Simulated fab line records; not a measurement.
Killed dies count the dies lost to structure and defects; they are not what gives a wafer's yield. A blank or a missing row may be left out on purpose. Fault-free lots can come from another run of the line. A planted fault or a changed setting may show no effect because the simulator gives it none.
fab line records || flow n5_finfet
record: {"lots": 6, "wafers": 18, "last_day": 17}
route steps=1938 shown WELL_APT@35 PASSIVATION@1936
lots with no fault: from the same line, run without faults
start_h: the number of hours between the record's first day and the start of the first shown wafer of the lot || wait_h: hours since the lot's step before || " unchanged from the row above || L1.1+2: one row covering several wafers at once || - no value, or no start given || * or withheld: withheld || < > ~ a bound
route shown NAME@n: a module of which the file shows steps, and the number in the route of the first || usual: mean and standard deviation over wafers with no fault || same: alike in all rows || chamber/n: place in a boat || sites: readings site by site || _std_site: the values' standard deviation || _edge_site: the outer-site mean with the inner-site mean subtracted || radius_mm: how far each site lies from the wafer's centre || mask NAME#n: copy n || behind: the last tool/chamber to shape the wafer || hold: why the lot was held/for how many hours/how that ended || device: whichever transistor did not switch (one of n, p or np) || end of line: tests run on the same wafers once the route is complete || for a step that has no rows: nothing shown but its recipe || killed: dies lost to structure and defects at the first sort, not the wafer's yield || map: a wafer's dies, marking killed ones x, the rest . and places with no die _
set.NAME: the setting the step ran with; set.NAME@STEP: the setting that earlier step ran with || model.NAME: the simulator's own value behind a step, which no gauge read
lots seen at some steps along the route; tables by step, rows by wafer
services: the hour from which a tool's chamber was out of use, counted from the record's first day as start_h (under 0 if before that day), plus the number of hours and why
== steps ==
step: N5_WELL_APT_HMDS_18
recipe: {"time_s": 60, "temp_c": 120}
step: N5_WELL_APT_COAT_19
recipe: {"spin_rpm": 1357, "resist_thk_nm": 950}
step: N5_WELL_APT_EBR_21
recipe: {"solvent": "PGMEA", "ebr_width_mm": 1.5}
step: N5_WELL_APT_SOFTBAKE_20
recipe: {"temp_c": 130, "time_s": 60}
step: N5_WELL_APT_EXPOSE_22
recipe: {"mask_id": "PWELL", "na": 0.8, "source_shape": "conventional", "sigma_outer": 0.8, "polarization": "unpolarized", "defocus_nm": 0, "target_cd_nm": 200, "dose_mj": 23.2}
step: N5_WELL_APT_PEB_23
recipe: {"peb_temp_c": 130, "peb_time_s": 90}
step: N5_WELL_APT_DEVELOP_24
recipe: {"develop_time_s": 45, "rinse_liquid": "surfactant_rinse", "dry": "air_spin", "dev_temp_c": 21}
step: N5_WELL_APT_HARDBAKE_29
recipe: {"temp_c": 130, "time_s": 120}
step: N5_WELL_APT_CD_MEAS_25
recipe: {"target_cd_nm": 200, "landing_energy_ev": 500, "detector": "se_inlens"}
usual: {"cd_nm": "200.3/1.7"}
{"lot.wafer": "L393.2", "tool": "cd_sem-01", "chamber": 0, "start_h": 44.84, "wait_h": "-", "cd_nm": 202.6}
{"lot.wafer": "L393.3", "tool": "cd_sem-01", "chamber": 0, "start_h": 44.84, "wait_h": "-", "cd_nm": 201.9}
{"lot.wafer": "L393.5", "tool": "cd_sem-01", "chamber": 0, "start_h": 44.84, "wait_h": "-", "cd_nm": 201.4}
{"lot.wafer": "L398.2", "tool": "cd_sem-03", "chamber": 0, "start_h": 74.97, "wait_h": "-", "cd_nm": 198.4}
{"lot.wafer": "L398.3", "tool": "cd_sem-03", "chamber": 0, "start_h": 74.97, "wait_h": "-", "cd_nm": 197.3}
{"lot.wafer": "L398.4", "tool": "cd_sem-03", "chamber": 0, "start_h": 74.97, "wait_h": "-", "cd_nm": 197.6}
{"lot.wafer": "L399.1", "tool": "cd_sem-02", "chamber": 0, "start_h": 81.68, "wait_h": "-", "cd_nm": 199.3}
{"lot.wafer": "L399.2", "tool": "cd_sem-02", "chamber": 0, "start_h": 81.68, "wait_h": "-", "cd_nm": 200.6}
{"lot.wafer": "L399.3", "tool": "cd_sem-02", "chamber": 0, "start_h": 81.68, "wait_h": "-", "cd_nm": 196.4}
{"lot.wafer": "L400.2", "tool": "cd_sem-02", "chamber": 0, "start_h": 87.36, "wait_h": "-", "cd_nm": 198.9}
{"lot.wafer": "L400.5", "tool": "cd_sem-02", "chamber": 0, "start_h": 87.36, "wait_h": "-", "cd_nm": 199.7}
{"lot.wafer": "L400.6", "tool": "cd_sem-02", "chamber": 0, "start_h": 87.36, "wait_h": "-", "cd_nm": 198.8}
{"lot.wafer": "L401.1", "tool": "cd_sem-03", "chamber": 0, "start_h": 93.02, "wait_h": "-", "cd_nm": 198.5}
{"lot.wafer": "L401.3", "tool": "cd_sem-03", "chamber": 0, "start_h": 93.02, "wait_h": "-", "cd_nm": 198.9}
{"lot.wafer": "L401.4", "tool": "cd_sem-03", "chamber": 0, "start_h": 93.02, "wait_h": "-", "cd_nm": 198.7}
{"lot.wafer": "L410.3", "tool": "cd_sem-02", "chamber": 0, "start_h": 146.95, "wait_h": "-", "cd_nm": 201.7}
{"lot.wafer": "L410.4", "tool": "cd_sem-02", "chamber": 0, "start_h": 146.95, "wait_h": "-", "cd_nm": 203.6}
{"lot.wafer": "L410.6", "tool": "cd_sem-02", "chamber": 0, "start_h": 146.95, "wait_h": "-", "cd_nm": 202.5}
step: N5_WELL_APT_OVL_MEAS_26
recipe: {"points_per_wafer": 44}
usual: {"PWELL_OVL": "-2/6.3"}
{"lot.wafer": "L393.2", "tool": "overlay-02", "chamber": 0, "start_h": 44.87, "wait_h": 0.0, "PWELL_OVL[nm]": -10}
{"lot.wafer": "L393.3", "tool": "overlay-02", "chamber": 0, "start_h": 44.87, "wait_h": 0.0, "PWELL_OVL[nm]": -8}
{"lot.wafer": "L393.5", "tool": "overlay-02", "chamber": 0, "start_h": 44.87, "wait_h": 0.0, "PWELL_OVL[nm]": -7}
{"lot.wafer": "L398.2", "tool": "overlay-01", "chamber": 0, "start_h": 75.00, "wait_h": 0.0, "PWELL_OVL[nm]": 11}
{"lot.wafer": "L398.3", "tool": "overlay-01", "chamber": 0, "start_h": 75.00, "wait_h": 0.0, "PWELL_OVL[nm]": -1}
{"lot.wafer": "L398.4", "tool": "overlay-01", "chamber": 0, "start_h": 75.00, "wait_h": 0.0, "PWELL_OVL[nm]": 4}
{"lot.wafer": "L399.1", "tool": "overlay-02", "chamber": 0, "start_h": 81.71, "wait_h": 0.0, "PWELL_OVL[nm]": 3}
{"lot.wafer": "L399.2", "tool": "overlay-02", "chamber": 0, "start_h": 81.71, "wait_h": 0.0, "PWELL_OVL[nm]": 5}
{"lot.wafer": "L399.3", "tool": "overlay-02", "chamber": 0, "start_h": 81.71, "wait_h": 0.0, "PWELL_OVL[nm]": 2}
{"lot.wafer": "L400.2", "tool": "overlay-02", "chamber": 0, "start_h": 87.39, "wait_h": 0.0, "PWELL_OVL[nm]": -15}
{"lot.wafer": "L400.5", "tool": "overlay-02", "chamber": 0, "start_h": 87.39, "wait_h": 0.0, "PWELL_OVL[nm]": -3}
{"lot.wafer": "L400.6", "tool": "overlay-02", "chamber": 0, "start_h": 87.39, "wait_h": 0.0, "PWELL_OVL[nm]": -12}
{"lot.wafer": "L401.1", "tool": "overlay-02", "chamber": 0, "start_h": 93.05, "wait_h": 0.0, "PWELL_OVL[nm]": 0}
{"lot.wafer": "L401.3", "tool": "overlay-02", "chamber": 0, "start_h": 93.05, "wait_h": 0.0, "PWELL_OVL[nm]": -1}
{"lot.wafer": "L401.4", "tool": "overlay-02", "chamber": 0, "start_h": 93.05, "wait_h": 0.0, "PWELL_OVL[nm]": -8}
{"lot.wafer": "L410.3", "tool": "overlay-02", "chamber": 0, "start_h": 146.98, "wait_h": 0.0, "PWELL_OVL[nm]": 3}
{"lot.wafer": "L410.4", "tool": "overlay-02", "chamber": 0, "start_h": 146.98, "wait_h": 0.0, "PWELL_OVL[nm]": 2}
{"lot.wafer": "L410.6", "tool": "overlay-02", "chamber": 0, "start_h": 146.98, "wait_h": 0.0, "PWELL_OVL[nm]": 4}
step: N5_WELL_APT_INSPECT_27
recipe: {"mode": "adi", "inspect_instrument": "macro"}
usual: {"raw_defect_count": "2.0/1.4"}
{"lot.wafer": "L393.2", "tool": "defect_inspect-01", "chamber": "-", "start_h": 44.89, "wait_h": 0.0, "raw_defect_count": 1}
{"lot.wafer": "L393.3", "tool": "defect_inspect-01", "chamber": "-", "start_h": 44.89, "wait_h": 0.0, "raw_defect_count": 1}
{"lot.wafer": "L393.5", "tool": "defect_inspect-01", "chamber": "-", "start_h": 44.89, "wait_h": 0.0, "raw_defect_count": 2}
{"lot.wafer": "L398.2", "tool": "defect_inspect-01", "chamber": "-", "start_h": 75.02, "wait_h": 0.0, "raw_defect_count": 1}
{"lot.wafer": "L398.3", "tool": "defect_inspect-01", "chamber": "-", "start_h": 75.02, "wait_h": 0.0, "raw_defect_count": 5}
{"lot.wafer": "L398.4", "tool": "defect_inspect-01", "chamber": "-", "start_h": 75.02, "wait_h": 0.0, "raw_defect_count": 2}
{"lot.wafer": "L399.1", "tool": "defect_inspect-01", "chamber": "-", "start_h": 81.73, "wait_h": 0.0, "raw_defect_count": 3}
{"lot.wafer": "L399.2", "tool": "defect_inspect-01", "chamber": "-", "start_h": 81.73, "wait_h": 0.0, "raw_defect_count": 3}
{"lot.wafer": "L399.3", "tool": "defect_inspect-01", "chamber": "-", "start_h": 81.73, "wait_h": 0.0, "raw_defect_count": 3}
{"lot.wafer": "L400.2", "tool": "defect_inspect-02", "chamber": "-", "start_h": 87.42, "wait_h": 0.0, "raw_defect_count": 4}
{"lot.wafer": "L400.5", "tool": "defect_inspect-02", "chamber": "-", "start_h": 87.42, "wait_h": 0.0, "raw_defect_count": 2}
{"lot.wafer": "L400.6", "tool": "defect_inspect-02", "chamber": "-", "start_h": 87.42, "wait_h": 0.0, "raw_defect_count": 1}
{"lot.wafer": "L401.1", "tool": "defect_inspect-01", "chamber": "-", "start_h": 93.08, "wait_h": 0.0, "raw_defect_count": 5}
{"lot.wafer": "L401.3", "tool": "defect_inspect-01", "chamber": "-", "start_h": 93.08, "wait_h": 0.0, "raw_defect_count": 1}
{"lot.wafer": "L401.4", "tool": "defect_inspect-01", "chamber": "-", "start_h": 93.08, "wait_h": 0.0, "raw_defect_count": 2}
{"lot.wafer": "L410.3", "tool": "defect_inspect-01", "chamber": "-", "start_h": 147.00, "wait_h": 0.0, "raw_defect_count": 3}
{"lot.wafer": "L410.4", "tool": "defect_inspect-01", "chamber": "-", "start_h": 147.00, "wait_h": 0.0, "raw_defect_count": 2}
{"lot.wafer": "L410.6", "tool": "defect_inspect-01", "chamber": "-", "start_h": 147.00, "wait_h": 0.0, "raw_defect_count": 3}
step: N5_WELL_APT_DESCUM_30
recipe: {"chemistry": "O2", "time_s": 7.9, "source_power_w": 50, "bias_power_w": 20, "pressure_mtorr": 20, "rf_frequency_hz": 2.712e+07, "temp_c": 40, "o2_flow_sccm": 225}
usual: {"drypump_motor_current_A": "5.7/0.42", "o2_flow_sccm": "225.1/0.7", "oes_product_au": "0.80/0.1", "rf_fwd_power_W": "49.68/0.15", "rf_vpp_V": "243.2/1.2", "showerhead_plenum_p_Torr": "2.09/0.06", "throttle_valve_pct": "20.41/0.26"}
{"lot.wafer": "L393.2", "tool": "rie_diel-01", "chamber": 2, "start_h": 44.92, "wait_h": 0.0, "drypump_motor_current_A": 5.8, "o2_flow_sccm": 224.6, "oes_product_au": 0.74, "rf_fwd_power_W": 49.52, "rf_hours_counter_h": 173, "rf_vpp_V": 244.2, "showerhead_plenum_p_Torr": 2.07, "throttle_valve_pct": 20.72}
{"lot.wafer": "L393.3", "tool": "rie_diel-01", "chamber": 1, "start_h": 44.92, "wait_h": 0.0, "drypump_motor_current_A": 5.5, "o2_flow_sccm": 225.7, "oes_product_au": 0.68, "rf_fwd_power_W": 49.58, "rf_hours_counter_h": 249, "rf_vpp_V": 242.7, "showerhead_plenum_p_Torr": 2.13, "throttle_valve_pct": 20.33}
{"lot.wafer": "L393.5", "tool": "rie_diel-01", "chamber": 0, "start_h": 44.92, "wait_h": 0.0, "drypump_motor_current_A": 5.1, "o2_flow_sccm": 224.9, "oes_product_au": 0.92, "rf_fwd_power_W": 49.44, "rf_hours_counter_h": "-", "rf_vpp_V": 240.8, "showerhead_plenum_p_Torr": 2.07, "throttle_valve_pct": 20.12}
{"lot.wafer": "L398.2", "tool": "rie_diel-03", "chamber": 3, "start_h": 75.06, "wait_h": 0.0, "drypump_motor_current_A": 5.6, "o2_flow_sccm": 224.5, "oes_product_au": 0.88, "rf_fwd_power_W": 49.80, "rf_hours_counter_h": 61, "rf_vpp_V": 244.3, "showerhead_plenum_p_Torr": 2.21, "throttle_valve_pct": 20.30}
{"lot.wafer": "L398.3", "tool": "rie_diel-03", "chamber": 1, "start_h": 75.06, "wait_h": 0.0, "drypump_motor_current_A": 6.8, "o2_flow_sccm": 225.6, "oes_product_au": 0.70, "rf_fwd_power_W": 49.50, "rf_hours_counter_h": 252, "rf_vpp_V": 241.4, "showerhead_plenum_p_Torr": 2.07, "throttle_valve_pct": 20.75}
{"lot.wafer": "L398.4", "tool": "rie_diel-03", "chamber": 1, "start_h": 75.06, "wait_h": 0.0, "drypump_motor_current_A": 6.8, "o2_flow_sccm": 225.0, "oes_product_au": 0.70, "rf_fwd_power_W": 49.67, "rf_hours_counter_h": "-", "rf_vpp_V": 243.1, "showerhead_plenum_p_Torr": 2.07, "throttle_valve_pct": 20.76}
{"lot.wafer": "L399.1", "tool": "rie_diel-01", "chamber": 1, "start_h": 81.79, "wait_h": 0.1, "drypump_motor_current_A": 5.6, "o2_flow_sccm": 225.1, "oes_product_au": 0.99, "rf_fwd_power_W": 49.83, "rf_hours_counter_h": 2, "rf_vpp_V": 244.0, "showerhead_plenum_p_Torr": 2.13, "throttle_valve_pct": 19.87}
{"lot.wafer": "L399.2", "tool": "rie_diel-01", "chamber": 3, "start_h": 81.79, "wait_h": 0.1, "drypump_motor_current_A": 5.2, "o2_flow_sccm": 225.7, "oes_product_au": 0.93, "rf_fwd_power_W": 49.80, "rf_hours_counter_h": 14, "rf_vpp_V": 241.5, "showerhead_plenum_p_Torr": 2.06, "throttle_valve_pct": 20.48}
{"lot.wafer": "L399.3", "tool": "rie_diel-01", "chamber": 2, "start_h": 81.79, "wait_h": 0.1, "drypump_motor_current_A": 5.8, "o2_flow_sccm": 225.2, "oes_product_au": 0.73, "rf_fwd_power_W": 49.94, "rf_hours_counter_h": 187, "rf_vpp_V": 242.9, "showerhead_plenum_p_Torr": 2.07, "throttle_valve_pct": 20.75}
{"lot.wafer": "L400.2", "tool": "rie_diel-01", "chamber": 2, "start_h": 87.59, "wait_h": 0.2, "drypump_motor_current_A": 5.8, "o2_flow_sccm": 225.0, "oes_product_au": 0.73, "rf_fwd_power_W": 49.56, "rf_hours_counter_h": 190, "rf_vpp_V": 242.8, "showerhead_plenum_p_Torr": 2.07, "throttle_valve_pct": 20.72}
{"lot.wafer": "L400.5", "tool": "rie_diel-01", "chamber": 2, "start_h": 87.59, "wait_h": 0.2, "drypump_motor_current_A": 5.8, "o2_flow_sccm": 225.2, "oes_product_au": 0.73, "rf_fwd_power_W": 49.72, "rf_hours_counter_h": "-", "rf_vpp_V": 243.4, "showerhead_plenum_p_Torr": 2.07, "throttle_valve_pct": 20.76}
{"lot.wafer": "L400.6", "tool": "rie_diel-01", "chamber": 1, "start_h": 87.59, "wait_h": 0.2, "drypump_motor_current_A": 5.6, "o2_flow_sccm": 224.4, "oes_product_au": 0.98, "rf_fwd_power_W": 49.66, "rf_hours_counter_h": "-", "rf_vpp_V": 243.5, "showerhead_plenum_p_Torr": 2.13, "throttle_valve_pct": 19.86}
{"lot.wafer": "L401.1", "tool": "rie_diel-01", "chamber": 3, "start_h": 93.12, "wait_h": 0.0, "drypump_motor_current_A": 5.2, "o2_flow_sccm": 225.0, "oes_product_au": 0.92, "rf_fwd_power_W": 49.70, "rf_hours_counter_h": 18, "rf_vpp_V": 242.8, "showerhead_plenum_p_Torr": 2.06, "throttle_valve_pct": 20.49}
{"lot.wafer": "L401.3", "tool": "rie_diel-01", "chamber": 0, "start_h": 93.12, "wait_h": 0.0, "drypump_motor_current_A": 5.1, "o2_flow_sccm": 225.7, "oes_product_au": 0.89, "rf_fwd_power_W": 49.64, "rf_hours_counter_h": 35, "rf_vpp_V": 241.5, "showerhead_plenum_p_Torr": 2.07, "throttle_valve_pct": 20.18}
{"lot.wafer": "L401.4", "tool": "rie_diel-01", "chamber": 1, "start_h": 93.12, "wait_h": 0.0, "drypump_motor_current_A": 5.5, "o2_flow_sccm": 224.2, "oes_product_au": 0.99, "rf_fwd_power_W": 49.72, "rf_hours_counter_h": 7, "rf_vpp_V": 243.0, "showerhead_plenum_p_Torr": 2.13, "throttle_valve_pct": 19.86}
{"lot.wafer": "L410.3", "tool": "rie_diel-05", "chamber": 3, "start_h": 147.04, "wait_h": 0.0, "drypump_motor_current_A": 5.6, "o2_flow_sccm": 226.2, "oes_product_au": 0.73, "rf_fwd_power_W": 49.64, "rf_hours_counter_h": 181, "rf_vpp_V": 243.1, "showerhead_plenum_p_Torr": 2.08, "throttle_valve_pct": 20.49}
{"lot.wafer": "L410.4", "tool": "rie_diel-05", "chamber": 1, "start_h": 147.04, "wait_h": 0.0, "drypump_motor_current_A": 5.5, "o2_flow_sccm": 224.2, "oes_product_au": 0.74, "rf_fwd_power_W": 49.71, "rf_hours_counter_h": 186, "rf_vpp_V": 243.3, "showerhead_plenum_p_Torr": 2.06, "throttle_valve_pct": 20.70}
{"lot.wafer": "L410.6", "tool": "rie_diel-05", "chamber": 2, "start_h": 147.04, "wait_h": 0.0, "drypump_motor_current_A": 6.2, "o2_flow_sccm": 225.0, "oes_product_au": 0.70, "rf_fwd_power_W": 49.71, "rf_hours_counter_h": "-", "rf_vpp_V": 243.5, "showerhead_plenum_p_Torr": 2.14, "throttle_valve_pct": 20.43}
step: N5_WELL_APT_IMPLANT_31
recipe: {"species": "B", "energy_kev": 60, "dose_cm2": 1.5e+13, "tilt_deg": 0, "rotation_deg": 0}
{"lot.wafer": "L393.2+3+5", "tool": "implanter-02", "chamber": 0, "start_h": 45.05, "wait_h": 0.1}
{"lot.wafer": "L398.2+3+4", "tool": "implanter-02", "chamber": 0, "start_h": 75.18, "wait_h": 0.1}
{"lot.wafer": "L399.1+2+3", "tool": "implanter-02", "chamber": 0, "start_h": 81.89, "wait_h": 0.1}
{"lot.wafer": "L399.1+2+3", "tool": "implanter-02", "chamber": 0, "start_h": 82.27, "wait_h": 0.3}
{"lot.wafer": "L400.2+5+6", "tool": "implanter-01", "chamber": 0, "start_h": 87.72, "wait_h": 0.1}
{"lot.wafer": "L401.1+3+4", "tool": "implanter-01", "chamber": 0, "start_h": 93.22, "wait_h": 0.1}
{"lot.wafer": "L401.1+3+4", "tool": "implanter-01", "chamber": 0, "start_h": 93.60, "wait_h": 0.3}
{"lot.wafer": "L410.3+4+6", "tool": "implanter-02", "chamber": 0, "start_h": 147.19, "wait_h": 0.1}
step: N5_WELL_APT_IMPLANT_32
recipe: {"species": "BF2", "energy_kev": 50, "dose_cm2": 2e+13, "tilt_deg": 0, "rotation_deg": 0}
step: N5_PASSIVATION_PROBE_49
usual: {"killed_at_M0_to_M3": "32/9.7", "killed_at_M4_up": "14/5.3", "killed_at_contacts": "11/6", "killed_at_front_end": "39/14", "killed_at_other": "3.3/2.7", "killed_dies": "100/17", "killed_open": "66/13", "killed_short": "32/7.4"}
same: {"gross_dies": 1180, "killed_at_back_side": 0}
{"lot.wafer": "L401.1", "tool": "prober-01", "chamber": "-", "start_h": 337.39, "wait_h": 0.0, "killed_at_M0_to_M3": 20, "killed_at_M4_up": 14, "killed_at_contacts": 16, "killed_at_front_end": 37, "killed_at_other": 2, "killed_dies": 89, "killed_open": 55, "killed_short": 34}
{"lot.wafer": "L401.3", "tool": "prober-01", "chamber": "-", "start_h": 337.49, "wait_h": 0.1, "killed_at_M0_to_M3": 32, "killed_at_M4_up": 14, "killed_at_contacts": 8, "killed_at_front_end": 37, "killed_at_other": 4, "killed_dies": 95, "killed_open": 67, "killed_short": 28}
{"lot.wafer": "L401.4", "tool": "prober-01", "chamber": "-", "start_h": 337.54, "wait_h": 0.2, "killed_at_M0_to_M3": 24, "killed_at_M4_up": 18, "killed_at_contacts": 4, "killed_at_front_end": 49, "killed_at_other": 4, "killed_dies": 99, "killed_open": 66, "killed_short": 32}
{"lot.wafer": "L400.2", "tool": "prober-02", "chamber": "-", "start_h": 351.42, "wait_h": 0.1, "killed_at_M0_to_M3": 40, "killed_at_M4_up": 13, "killed_at_contacts": 2, "killed_at_front_end": 47, "killed_at_other": 15, "killed_dies": 117, "killed_open": 86, "killed_short": 31}
{"lot.wafer": "L400.5", "tool": "prober-02", "chamber": "-", "start_h": 351.57, "wait_h": 0.2, "killed_at_M0_to_M3": 32, "killed_at_M4_up": 17, "killed_at_contacts": 4, "killed_at_front_end": 47, "killed_at_other": 6, "killed_dies": 106, "killed_open": 75, "killed_short": 31}
{"lot.wafer": "L400.6", "tool": "prober-02", "chamber": "-", "start_h": 351.62, "wait_h": 0.3, "killed_at_M0_to_M3": 51, "killed_at_M4_up": 6, "killed_at_contacts": 6, "killed_at_front_end": 28, "killed_at_other": 2, "killed_dies": 93, "killed_open": 64, "killed_short": 29}
{"lot.wafer": "L399.1", "tool": "prober-01", "chamber": "-", "start_h": 354.08, "wait_h": 0.0, "killed_at_M0_to_M3": 36, "killed_at_M4_up": 13, "killed_at_contacts": 4, "killed_at_front_end": 64, "killed_at_other": 4, "killed_dies": 121, "killed_open": 77, "killed_short": 44}
{"lot.wafer": "L399.2", "tool": "prober-01", "chamber": "-", "start_h": 354.13, "wait_h": 0.1, "killed_at_M0_to_M3": 38, "killed_at_M4_up": 17, "killed_at_contacts": 19, "killed_at_front_end": 38, "killed_at_other": 2, "killed_dies": 114, "killed_open": 84, "killed_short": 30}
{"lot.wafer": "L399.3", "tool": "prober-01", "chamber": "-", "start_h": 354.18, "wait_h": 0.1, "killed_at_M0_to_M3": 58, "killed_at_M4_up": 22, "killed_at_contacts": 10, "killed_at_front_end": 43, "killed_at_other": 1, "killed_dies": 134, "killed_open": 103, "killed_short": 31}
killed by level:class
L401.1 MOL_CONTACT_COAG:geometric_particle:open=14 GATE_CUT:geometric_particle:short=9 FIN_SAQP:geometric_particle:short=7 STI_FIN_REVEAL:geometric_particle:open=7 BEOL_M0_SAQP:geometric_particle:open=7 FIN_SAQP:geometric_particle:open=4 BEOL_M4:geometric_particle:open=4 BEOL_M2:geometric_particle:open=4
L401.3 BEOL_M0_SAQP:geometric_particle:open=13 STI_FIN_REVEAL:geometric_particle:open=10 FIN_SAQP:geometric_particle:short=9 MOL_CONTACT_COAG:geometric_particle:open=7 BEOL_M3:geometric_particle:open=6 FIN_SAQP:geometric_particle:open=5 BEOL_M0_SAQP:geometric_particle:short=5 GATE_CUT:geometric_particle:short=4
L401.4 FIN_SAQP:geometric_particle:short=16 FIN_SAQP:geometric_particle:open=16 STI_FIN_REVEAL:geometric_particle:open=9 BEOL_M4:geometric_particle:open=9 BEOL_M0_SAQP:geometric_particle:open=7 BEOL_M0_SAQP:geometric_particle:short=6 BEOL_M3:geometric_particle:open=5 MOL_CONTACT_COAG:geometric_particle:open=4
L400.2 BEOL_M0_SAQP:geometric_particle:short=10 FIN_SAQP:geometric_particle:short=9 FIN_SAQP:geometric_particle:open=8 STI_FIN_REVEAL:geometric_particle:open=8 BEOL_M0_SAQP:geometric_particle:open=8 BEOL_M1:geometric_particle:open=8 BEOL_M3:geometric_particle:open=8 MIM_TOP_ETCH:geometric_particle:open=7
L400.5 DUMMY_GATE:geometric_particle:open=16 BEOL_M3:geometric_particle:open=14 FIN_SAQP:geometric_particle:short=6 STI_FIN_REVEAL:geometric_particle:open=6 BEOL_M0_SAQP:geometric_particle:short=6 BEOL_M4:geometric_particle:open=5 DUMMY_GATE:geometric_particle:short=4 MOL_CONTACT_COAG:geometric_particle:open=4
L400.6 BEOL_M0_SAQP:geometric_particle:open=10 BEOL_M3:geometric_particle:open=10 BEOL_M0_SAQP:geometric_particle:short=8 BEOL_M2:geometric_particle:open=7 BEOL_M1:geometric_particle:open=5 MOL_CONTACT_COAG:geometric_particle:open=5 FIN_SAQP:geometric_particle:open=4 STI_FIN_REVEAL:geometric_particle:open=4
L399.1 FIN_SAQP:geometric_particle:short=20 FIN_SAQP:geometric_particle:open=17 BEOL_M2:geometric_particle:open=12 STI_FIN_REVEAL:geometric_particle:open=11 BEOL_M4:geometric_particle:open=7 BEOL_M0_SAQP:geometric_particle:short=4 BEOL_M0:geometric_particle:open=4 BEOL_M1:geometric_particle:open=4
L399.2 BEOL_M2:geometric_particle:open=14 MOL_CONTACT_COAG:geometric_particle:open=14 FIN_SAQP:geometric_particle:open=9 BEOL_M4:geometric_particle:open=9 STI_FIN_REVEAL:geometric_particle:open=8 BEOL_M0_SAQP:geometric_particle:open=6 BEOL_M1:geometric_particle:open=6 MOL_CONTACT_COAG:geometric_particle:short=5
L399.3 FIN_SAQP:geometric_particle:open=17 BEOL_M4:geometric_particle:open=17 BEOL_M2:geometric_particle:open=15 BEOL_M3:geometric_particle:open=15 FIN_SAQP:geometric_particle:short=11 BEOL_M0_SAQP:geometric_particle:open=11 MOL_CONTACT_COAG:geometric_particle:open=9 GATE_CUT:geometric_particle:short=5
== services ==
{"tool": "implanter-01", "chamber": "-", "start_h": 29.19, "hours": 3.5, "kind": "pm"}
{"tool": "rie_diel-01", "chamber": 3, "start_h": 31.73, "hours": "-", "kind": "clean"}
{"tool": "rie_diel-01", "chamber": 3, "start_h": 31.73, "hours": "-", "kind": "consumable_replace:focus_ring"}
{"tool": "rie_diel-01", "chamber": 3, "start_h": 31.73, "hours": 14.3, "kind": "scheduled_down"}
{"tool": "rie_diel-01", "chamber": 3, "start_h": 31.73, "hours": 14.3, "kind": "vent_cycle"}
{"tool": "rie_diel-01", "chamber": 1, "start_h": 48.64, "hours": "-", "kind": "clean"}
{"tool": "rie_diel-01", "chamber": 1, "start_h": 48.64, "hours": "-", "kind": "consumable_replace:focus_ring"}
{"tool": "rie_diel-01", "chamber": 1, "start_h": 48.64, "hours": 26.2, "kind": "scheduled_down"}
{"tool": "rie_diel-01", "chamber": 1, "start_h": 48.64, "hours": 26.2, "kind": "vent_cycle"}
{"tool": "rie_diel-03", "chamber": 2, "start_h": 57.20, "hours": "-", "kind": "clean"}
{"tool": "rie_diel-03", "chamber": 2, "start_h": 57.20, "hours": "-", "kind": "consumable_replace:focus_ring"}
{"tool": "rie_diel-03", "chamber": 2, "start_h": 57.20, "hours": 22.6, "kind": "scheduled_down"}
{"tool": "rie_diel-03", "chamber": 2, "start_h": 57.20, "hours": 22.6, "kind": "vent_cycle"}
{"tool": "rie_diel-05", "chamber": 0, "start_h": 77.23, "hours": 7.1, "kind": "repair"}
{"tool": "rie_diel-03", "chamber": 1, "start_h": 79.92, "hours": "-", "kind": "clean"}
{"tool": "rie_diel-03", "chamber": 1, "start_h": 79.92, "hours": "-", "kind": "consumable_replace:focus_ring"}
{"tool": "rie_diel-03", "chamber": 1, "start_h": 79.92, "hours": 18.9, "kind": "scheduled_down"}
{"tool": "rie_diel-03", "chamber": 1, "start_h": 79.92, "hours": 18.9, "kind": "vent_cycle"}
{"tool": "rie_diel-01", "chamber": 1, "start_h": 94.09, "hours": 2.9, "kind": "repair"}
{"tool": "rie_diel-05", "chamber": 0, "start_h": 122.16, "hours": 10.0, "kind": "repair"}
{"tool": "rie_diel-03", "chamber": "-", "start_h": 128.90, "hours": 15.6, "kind": "pm"}
== key ==
first_sign: {"step": "N5_WELL_APT_IMPLANT_31", "reading": "visit", "direction": "added"}
effect none on later readings
met_at N5_WELL_APT_IMPLANT_31
struck_wafers L399.1,L399.2,L399.3,L401.1,L401.3,L401.4
tester_left_out L399,L401
fault: {"kind": "repeated_step_whole", "tool": "implanter-01,implanter-02", "chamber": "-", "onset_h": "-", "steps": "N5_WELL_APT_IMPLANT_31", "times": 1, "scope": "struck_lots_only"}
tester_left_out: of these lots the tester's yield and bins aren't shown, on N5 and GAA mostly nor the transistor test; their killed dies are dies lost to structure and defects alone, not to doping, threshold or leakage, so they don't give the yield
